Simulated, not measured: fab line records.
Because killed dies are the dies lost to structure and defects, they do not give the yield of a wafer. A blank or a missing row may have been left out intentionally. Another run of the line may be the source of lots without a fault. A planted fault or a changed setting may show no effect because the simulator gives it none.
Chamber matching || flow n5Finfet || rieDiel-03 running N5_BEOL_M12_DESCUM_15: 4 sister chambers
The step chemistry O2, time 7.9 s. 4 wafers are shown with their chamber, then 6 later ones without.

WAFERS WITH THEIR CHAMBER
{"wafer": "L272.1", "chamber": 2, "showerheadPlenumPTorr (Torr)": 1.87}
{"wafer": "L272.6", "chamber": 3, "showerheadPlenumPTorr (Torr)": 2.05}
{"wafer": "L273.2", "chamber": 1, "showerheadPlenumPTorr (Torr)": 1.98}
{"wafer": "L273.3", "chamber": 0, "showerheadPlenumPTorr (Torr)": 2.18}

WAFERS WITHOUT THEIR CHAMBER
{"wafer": "L274.1", "showerheadPlenumPTorr (Torr)": 1.98}
{"wafer": "L274.4", "showerheadPlenumPTorr (Torr)": 2.18}
{"wafer": "L274.5", "showerheadPlenumPTorr (Torr)": 2.04}
{"wafer": "L275.3", "showerheadPlenumPTorr (Torr)": 1.98}
{"wafer": "L275.4", "showerheadPlenumPTorr (Torr)": 1.98}
{"wafer": "L275.5", "showerheadPlenumPTorr (Torr)": 2.18}

WHICH CHAMBER EACH ONE RAN IN
{"wafer": "L274.1", "from the rows above": 1, "in truth": 1}
{"wafer": "L274.4", "from the rows above": 0, "in truth": 0}
{"wafer": "L274.5", "from the rows above": 3, "in truth": 3}
{"wafer": "L275.3", "from the rows above": 1, "in truth": 1}
{"wafer": "L275.4", "from the rows above": 1, "in truth": 1}
{"wafer": "L275.5", "from the rows above": 0, "in truth": 0}
Correctly placed: 6 of 6. Can't be placed from these rows: 0. Wrongly placed: 0.
How it was worked out, from the rows above alone: a wafer's distance from a chamber is the root of the sum, over the readings, of the square of ((its reading less the chamber's mean) divided by the reading's scatter). The wafer belongs to the nearest chamber; if the next one is less than 2 further off, it can't be placed. Each chamber's mean is taken over the wafers shown for it. The scatter: with one shown wafer a chamber, the root of the mean of the squares of how far each hidden wafer lies from its nearest shown one.
